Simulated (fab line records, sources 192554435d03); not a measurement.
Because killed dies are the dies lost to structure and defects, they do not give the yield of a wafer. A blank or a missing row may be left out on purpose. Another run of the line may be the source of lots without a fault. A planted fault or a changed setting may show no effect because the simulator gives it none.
What tool caused it?	flow n5Finfet	21 lots, 63 wafers sampled, at 6 steps of a route of 1938

== WHAT THE GAUGES SHOWED, per wafer ==
N5_BEOL_M11_CD_MEAS_18: pitch 140 nm, target cd 70 nm. Usual: cdNm reads 69.8 nm (standard deviation 0.91).
lot	measured	on	cdNm (nm)	flag
L076	day 10 13:58	cdSem-02	70.2 71.0 71.0	
L074	day 10 18:21	cdSem-02	70.8 71.5 71.1	
L075	day 10 18:16	cdSem-01	68.7 69.1 68.4	
L077	day 11 04:56	cdSem-03	69.3 70.2 69.8	
L080	day 11 16:28	cdSem-03	69.1 69.1 70.3	
L079	day 11 18:11	cdSem-02	70.6 71.7 70.6	
L081	day 12 00:31	cdSem-03	68.8 69.5 69.0	
L084	day 12 22:11	cdSem-02	70.1 69.6 68.3	
L083	day 12 22:49	cdSem-01	71.8 69.3 70.9	
L082	day 12 23:19	cdSem-02	71.4 70.9 71.8	
L085	day 13 07:09	cdSem-02	69.0 69.1 68.9	
L086	day 14 03:17	cdSem-01	68.3 69.2 70.0	
L087	day 14 11:14	cdSem-03	70.0 68.9 70.2	
L088	day 15 06:16	cdSem-02	67.8 68.0 68.3	
L093	day 15 13:49	cdSem-01	69.4 69.4 69.2	
L090	day 15 13:43	cdSem-03	70.1 70.8 70.1	
L091	day 15 15:46	cdSem-02	70.9 70.4 69.3	
L092	day 15 17:12	cdSem-03	70.4 70.3 70.2	
L094	day 16 00:57	cdSem-03	69.9 69.9 69.0	
L095	day 16 03:35	cdSem-01	71.3 70.8 71.1	
L097	day 16 20:31	cdSem-03	70.3 69.2 69.3	

== TOOL THAT RAN EACH LOT (tool first, then ch and the chambers of the sampled wafers, then the start) ==
lot	N5_BEOL_M10_ETCH_65	N5_BEOL_M10_TRENCH_ETCH_37	N5_BEOL_M11_HM_DEP_02	N5_BEOL_M11_DESCUM_16	N5_BEOL_M11_STRIP_67
L076	rieDiel-01 ch 1,2,3, day 10 08:18	rieDiel-01 ch 1,2,3, day 10 12:30 or earlier	pvdSputter-03, day 10 12:30	rieDiel-02 ch 0,1,2, day 10 13:30	rieDiel-02 ch 0,1,2, day 10 13:44
L074	rieDiel-05 ch 1,2, day 10 11:29	rieDiel-05 ch 1,2, day 10 15:55 or earlier	pvdSputter-01, day 10 15:55	rieDiel-06 ch 1,2, day 10 17:49	rieDiel-06 ch 1,2, day 10 18:02
L075	rieDiel-01 ch 0,1,2, day 10 11:29	rieDiel-01 ch 0,1,2, day 10 15:49 or earlier	pvdSputter-01, day 10 15:49	rieDiel-02 ch 0,1, day 10 17:48	rieDiel-02 ch 0,1, day 10 18:02
L077	rieDiel-01 ch 1,3, day 10 23:10	rieDiel-01 ch 1,3, day 11 03:54 or earlier	pvdSputter-01, day 11 03:54	rieDiel-02 ch 0,2,3, day 11 04:29	rieDiel-02 ch 0,2,3, day 11 04:43
L080	rieDiel-03 ch 0,2,3, day 11 10:20	rieDiel-03 ch 0,2,3, day 11 15:25 or earlier	pvdSputter-03, day 11 15:25	rieDiel-04 ch 0,1,2, day 11 16:01	rieDiel-04 ch 0,1,2, day 11 16:15
L079	rieDiel-01 ch 0,2,3, day 11 12:05	rieDiel-01 ch 0,2,3, day 11 16:59 or earlier	pvdSputter-03, day 11 16:59	rieDiel-06 ch 1,2,3, day 11 17:36	rieDiel-06 ch 1,2,3, day 11 17:50
L081	rieDiel-01 ch 0,2,3, day 11 17:24	rieDiel-01 ch 0,2,3, day 11 23:25 or earlier	pvdSputter-03, day 11 23:25	rieDiel-04 ch 2,3, day 11 23:59	rieDiel-04 ch 2,3, day 12 00:13
L084	rieDiel-01 ch 0,1,2, day 12 13:01	rieDiel-01 ch 0,1,2, day 12 21:09 or earlier	pvdSputter-01, day 12 21:09	rieDiel-02 ch 0,2,3, day 12 21:44	rieDiel-02 ch 0,2,3, day 12 21:58
L083	rieDiel-01 ch 1,2,3, day 12 14:31	rieDiel-01 ch 1,2,3, day 12 21:47 or earlier	pvdSputter-03, day 12 21:47	rieDiel-02 ch 0,2,3, day 12 22:22	rieDiel-02 ch 0,2,3, day 12 22:35
L082	rieDiel-03 ch 0,2, day 12 14:41	rieDiel-03 ch 0,2, day 12 22:17 or earlier	pvdSputter-02, day 12 22:17	rieDiel-06 ch 2,3, day 12 22:52	rieDiel-06 ch 2,3, day 12 23:06
L085	rieDiel-03 ch 1,3, day 12 23:43	rieDiel-03 ch 1,3, day 13 06:14 or earlier	pvdSputter-01, day 13 06:14	rieDiel-02 ch 0,1,3, day 13 06:42	rieDiel-02 ch 0,1,3, day 13 06:56
L086	rieDiel-03 ch 1,3, day 13 18:13	rieDiel-03 ch 1,3, day 14 01:58 or earlier	pvdSputter-01, day 14 01:58	rieDiel-02 ch 1,3, day 14 02:49	rieDiel-02 ch 1,3, day 14 03:04
L087	rieDiel-01 ch 1,2,3, day 14 06:10	rieDiel-01 ch 1,2,3, day 14 10:07 or earlier	pvdSputter-02, day 14 10:07	rieDiel-02 ch 1,2,3, day 14 10:47	rieDiel-02 ch 1,2,3, day 14 11:01
L088	rieDiel-03 ch 2,3, day 15 00:39	rieDiel-03 ch 2,3, day 15 05:01 or earlier	pvdSputter-02, day 15 05:01	rieDiel-04 ch 1,3, day 15 05:48	rieDiel-04 ch 1,3, day 15 06:02
L093	rieDiel-05 ch 0,1,2, day 15 08:29	rieDiel-05 ch 0,1,2, day 15 12:51 or earlier	pvdSputter-02, day 15 12:51	rieDiel-06 ch 1,2,3, day 15 13:21	rieDiel-06 ch 1,2,3, day 15 13:35
L090	rieDiel-01 ch 0,3, day 15 08:43	rieDiel-01 ch 0,3, day 15 12:48 or earlier	pvdSputter-03, day 15 12:48	rieDiel-04 ch 0,1,3, day 15 13:16	rieDiel-04 ch 0,1,3, day 15 13:30
L091	rieDiel-03 ch 0,2, day 15 08:54	rieDiel-03 ch 0,2, day 15 14:41 or earlier	pvdSputter-03, day 15 14:41	rieDiel-02 ch 0,3, day 15 15:08	rieDiel-02 ch 0,3, day 15 15:22
L092	rieDiel-01 ch 0,2,3, day 15 09:16	rieDiel-01 ch 0,2,3, day 15 15:46 or earlier	pvdSputter-02, day 15 15:46	rieDiel-04 ch 0,1,3, day 15 16:28	rieDiel-04 ch 0,1,3, day 15 16:42
L094	rieDiel-01 ch 0,1,2, day 15 18:25	rieDiel-01 ch 0,1,2, day 15 23:51 or earlier	pvdSputter-02, day 15 23:51	rieDiel-02 ch 1,3, day 16 00:26	rieDiel-02 ch 1,3, day 16 00:40
L095	rieDiel-03 ch 2,3, day 15 18:37	rieDiel-03 ch 2,3, day 16 02:19 or earlier	pvdSputter-02, day 16 02:19	rieDiel-02 ch 0,3, day 16 03:00	rieDiel-02 ch 0,3, day 16 03:14
L097	rieDiel-03 ch 1,3, day 16 12:31	rieDiel-03 ch 1,3, day 16 19:17 or earlier	pvdSputter-02, day 16 19:17	rieDiel-06 ch 0,1,2, day 16 19:52	rieDiel-06 ch 0,1,2, day 16 20:07
- N5_BEOL_M10_ETCH_65: etches SiARC in CF4, target depth 39 nm, time 65 s.
- N5_BEOL_M10_TRENCH_ETCH_37: etches SiCOH lowk in C4F6/O2, target depth 148.83 nm, time 48 s.
- N5_BEOL_M11_HM_DEP_02: deposits TiN, target thk 20 nm.
- N5_BEOL_M11_DESCUM_16: chemistry O2, time 7.9 s.
- N5_BEOL_M11_STRIP_67: strips in CF4.

== WHAT THE TOOLS THEMSELVES READ (means of the sampled wafers that have a number; where no wafer has one, the mark that the record gives instead) ==
N5_BEOL_M10_ETCH_65. Usual: biasW 35.99 W, standard deviation 0.11; drypumpMotorCurrentA 5.6 A, standard deviation 0.47; etchRfOnTimeS 65.3 s, standard deviation 2.2; mfcArSccm 100.04 sccm, standard deviation 0.29; oesProductAu 0.67 a.u., standard deviation 0.073; rfVppV 184.2 V, standard deviation 1.3; showerheadPlenumPTorr 2.15 Torr, standard deviation 0.081; throttleValvePct 15.49 %, standard deviation 0.27.
lot	tool	biasW (W)	drypumpMotorCurrentA (A)	etchRfOnTimeS (s)	mfcArSccm (sccm)	oesProductAu (a.u.)	rfVppV (V)	showerheadPlenumPTorr (Torr)	throttleValvePct (%)	flag
L076	rieDiel-01	35.91	5.7	65.5	100.22	0.71	184.7	2.19	15.40	
L074	rieDiel-05	36.04	5.7	67.1	99.92	0.60	182.9	2.08	15.78	
L075	rieDiel-01	35.92	5.8	64.8	100.17	0.65	186.0	2.22	15.56	
L077	rieDiel-01	35.98	5.8	67.6	100.25	0.68	184.2	2.13	15.41	
L080	rieDiel-03	35.82	5.4	64.8	99.95	0.72	183.8	2.15	15.48	
L079	rieDiel-01	35.81	5.7	65.7	99.96	0.68	184.6	2.18	15.40	
L081	rieDiel-01	36.02	5.8	65.1	100.01	0.69	184.7	2.18	15.41	
L084	rieDiel-01	36.06	5.8	66.3	100.08	0.63	186.1	2.21	15.60	
L083	rieDiel-01	36.09	5.7	66.0	99.67	0.68	184.3	2.18	15.43	
L082	rieDiel-03	35.97	4.9	65.8	100.23	0.75	184.3	2.15	15.28	
L085	rieDiel-03	35.99	5.7	62.5	99.78	0.69	183.1	2.07	15.42	
L086	rieDiel-03	36.08	5.8	62.9	100.13	0.68	183.8	2.07	15.42	
L087	rieDiel-01	35.94	5.7	65.9	100.39	0.66	184.4	2.18	15.47	
L088	rieDiel-03	36.01	5.3	64.6	100.07	0.70	183.8	2.08	15.48	
L093	rieDiel-05	36.02	5.6	67.2	100.00	0.57	184.6	2.08	15.79	
L090	rieDiel-01	36.10	5.8	66.2	100.03	0.72	183.5	2.11	15.30	
L091	rieDiel-03	35.92	4.9	66.2	99.90	0.72	184.5	2.15	15.33	
L092	rieDiel-01	36.09	5.7	65.0	100.13	0.74	183.7	2.17	15.29	
L094	rieDiel-01	35.93	5.8	64.0	100.09	0.69	184.7	2.20	15.49	
L095	rieDiel-03	36.08	5.3	65.2	99.71	0.69	184.1	2.07	15.49	
L097	rieDiel-03	35.82	6.1	63.6	100.27	0.63	183.4	2.05	15.72	

N5_BEOL_M10_TRENCH_ETCH_37. Usual: biasW 185.0 W (standard deviation 0.58); drypumpMotorCurrentA 5.6 A (standard deviation 0.47); mfcArSccm 300.0 sccm (standard deviation 0.86); oesProductAu 0.79 a.u. (standard deviation 0.086); rfVppV 665 V (standard deviation 13); showerheadPlenumPTorr 2.85 Torr (standard deviation 0.11); throttleValvePct 20.79 % (standard deviation 0.25).
lot	tool	biasW (W)	drypumpMotorCurrentA (A)	mfcArSccm (sccm)	oesProductAu (a.u.)	rfVppV (V)	showerheadPlenumPTorr (Torr)	throttleValvePct (%)	flag
L076	rieDiel-01	184.7	5.7	299.5	0.81	674	2.90	20.65	
L074	rieDiel-05	185.4	5.7	299.2	0.70	645	2.77	21.08	
L075	rieDiel-01	185.1	5.8	299.6	0.76	675	2.95	20.79	
L077	rieDiel-01	185.6	5.8	300.1	0.81	678	2.82	20.65	
L080	rieDiel-03	185.3	5.4	300.7	0.84	660	2.85	20.87	
L079	rieDiel-01	185.5	5.8	299.6	0.80	672	2.90	20.65	
L081	rieDiel-01	185.3	5.7	300.1	0.80	672	2.90	20.66	
L084	rieDiel-01	184.9	5.8	299.8	0.74	675	2.94	20.82	
L083	rieDiel-01	185.1	5.7	300.2	0.79	672	2.89	20.68	
L082	rieDiel-03	185.3	4.9	299.7	0.88	659	2.87	20.67	
L085	rieDiel-03	185.4	5.7	298.8	0.80	656	2.76	20.76	
L086	rieDiel-03	185.5	5.7	300.3	0.80	656	2.76	20.77	
L087	rieDiel-01	185.0	5.7	300.0	0.77	672	2.89	20.70	
L088	rieDiel-03	185.1	5.3	300.1	0.81	654	2.75	20.77	
L093	rieDiel-05	184.9	5.6	299.7	0.67	643	2.77	21.05	
L090	rieDiel-01	185.5	5.8	298.3	0.85	676	2.80	20.58	
L091	rieDiel-03	184.7	4.9	299.8	0.84	659	2.86	20.70	
L092	rieDiel-01	185.4	5.8	300.7	0.87	670	2.88	20.60	
L094	rieDiel-01	185.0	5.8	300.0	0.81	675	2.93	20.75	
L095	rieDiel-03	184.9	5.3	299.7	0.81	653	2.75	20.77	
L097	rieDiel-03	184.5	6.1	299.4	0.73	655	2.72	21.01	

N5_BEOL_M11_HM_DEP_02. Usual: substrateTempC 25.00 C, standard deviation 0.1; throttleValvePct 30.0 %, standard deviation 0.81.
lot	tool	substrateTempC (C)	throttleValvePct (%)	flag
L076	pvdSputter-03	24.99	30.5	
L074	pvdSputter-01	25.06	29.2	
L075	pvdSputter-01	24.93	28.8	
L077	pvdSputter-01	25.02	29.6	
L080	pvdSputter-03	25.03	30.3	
L079	pvdSputter-03	25.02	30.5	
L081	pvdSputter-03	25.13	30.4	
L084	pvdSputter-01	25.06	29.1	
L083	pvdSputter-03	24.87	29.9	
L082	pvdSputter-02	24.92	30.1	
L085	pvdSputter-01	25.04	29.0	
L086	pvdSputter-01	25.02	29.1	
L087	pvdSputter-02	25.04	29.8	
L088	pvdSputter-02	24.86	30.1	
L093	pvdSputter-02	25.00	29.8	
L090	pvdSputter-03	25.16	30.8	
L091	pvdSputter-03	24.92	30.2	
L092	pvdSputter-02	24.95	30.1	
L094	pvdSputter-02	25.06	30.1	
L095	pvdSputter-02	25.02	30.2	
L097	pvdSputter-02	24.94	29.8	

N5_BEOL_M11_DESCUM_16. Usual: drypumpMotorCurrentA 5.9 A, standard deviation 0.57; oesProductAu 0.77 a.u., standard deviation 0.1; rfVppV 243.2 V, standard deviation 1.3; showerheadPlenumPTorr 2.10 Torr, standard deviation 0.069; throttleValvePct 20.27 %, standard deviation 0.3.
lot	tool	drypumpMotorCurrentA (A)	oesProductAu (a.u.)	rfVppV (V)	showerheadPlenumPTorr (Torr)	throttleValvePct (%)	flag
L076	rieDiel-02	5.9	0.78	243.4	2.10	20.32	
L074	rieDiel-06	5.9	0.85	242.5	2.05	20.15	
L075	rieDiel-02	5.5	0.76	244.2	2.14	20.16	
L077	rieDiel-02	6.4	0.78	242.6	2.07	20.31	
L080	rieDiel-04	5.5	0.71	244.0	2.15	20.26	
L079	rieDiel-06	5.6	0.79	242.6	2.04	20.24	
L081	rieDiel-04	5.2	0.80	244.9	2.19	20.32	
L084	rieDiel-02	6.4	0.77	242.3	2.07	20.33	
L083	rieDiel-02	6.4	0.77	242.6	2.07	20.34	
L082	rieDiel-06	5.5	0.74	241.5	2.00	20.48	
L085	rieDiel-02	6.0	0.85	243.5	2.11	20.01	
L086	rieDiel-02	5.5	0.86	243.4	2.10	19.87	
L087	rieDiel-02	5.9	0.77	243.2	2.06	20.21	
L088	rieDiel-04	6.0	0.84	244.6	2.20	20.08	
L093	rieDiel-06	5.6	0.77	242.5	2.03	20.27	
L090	rieDiel-04	5.8	0.76	244.4	2.17	20.18	
L091	rieDiel-02	6.4	0.73	242.0	2.06	20.22	
L092	rieDiel-04	5.8	0.77	244.9	2.17	20.20	
L094	rieDiel-02	6.0	0.74	243.1	2.06	20.07	
L095	rieDiel-02	6.4	0.80	243.3	2.10	20.20	
L097	rieDiel-06	5.8	0.77	243.3	2.08	20.39	

N5_BEOL_M11_STRIP_67. Usual: drypumpMotorCurrentA 5.9 A, standard deviation 0.57; oesProductAu 0.77 a.u., standard deviation 0.092; rfVppV 271.3 V, standard deviation 1.6; showerheadPlenumPTorr 1.81 Torr, standard deviation 0.07; throttleValvePct 13.55 %, standard deviation 0.21.
lot	tool	drypumpMotorCurrentA (A)	oesProductAu (a.u.)	rfVppV (V)	showerheadPlenumPTorr (Torr)	throttleValvePct (%)	flag
L076	rieDiel-02	5.9	0.78	271.4	1.81	13.52	
L074	rieDiel-06	5.9	0.84	269.9	1.76	13.45	
L075	rieDiel-02	5.5	0.77	271.8	1.86	13.54	
L077	rieDiel-02	6.4	0.78	271.5	1.78	13.55	
L080	rieDiel-04	5.5	0.72	272.2	1.86	13.68	
L079	rieDiel-06	5.6	0.79	270.9	1.75	13.46	
L081	rieDiel-04	5.2	0.81	271.9	1.89	13.65	
L084	rieDiel-02	6.4	0.76	270.5	1.77	13.57	
L083	rieDiel-02	6.4	0.77	270.6	1.77	13.57	
L082	rieDiel-06	5.5	0.75	269.1	1.72	13.61	
L085	rieDiel-02	6.0	0.85	271.8	1.83	13.40	
L086	rieDiel-02	5.6	0.86	271.8	1.83	13.33	
L087	rieDiel-02	6.0	0.78	270.6	1.77	13.50	
L088	rieDiel-04	6.0	0.84	272.9	1.91	13.48	
L093	rieDiel-06	5.6	0.77	269.3	1.74	13.53	
L090	rieDiel-04	5.8	0.77	273.1	1.87	13.58	
L091	rieDiel-02	6.4	0.74	271.2	1.79	13.65	
L092	rieDiel-04	5.8	0.77	273.6	1.87	13.59	
L094	rieDiel-02	6.0	0.76	270.8	1.80	13.56	
L095	rieDiel-02	6.4	0.80	271.5	1.82	13.54	
L097	rieDiel-06	5.8	0.76	270.6	1.79	13.65	

== THE ANSWER, worked out from the rows above alone ==
Rule: a lot is off if the mean of its wafers that have a number lies more than 3 standard deviations from the usual mean. A lot without any number at a reading at which 4 lots or more have one is off too. Any other lot the step has rows for is counted as sound. First the gauges in route order, then the tools' own readings, where a lot's mean is used as printed above. The first step at which some lot is off is used, and at that step the reading that is off furthest; a lot without a number counts as furthest.
None of the lots is off at any reading shown; this tells nothing.

== WHAT THE SIMULATOR HAD PUT IN ==
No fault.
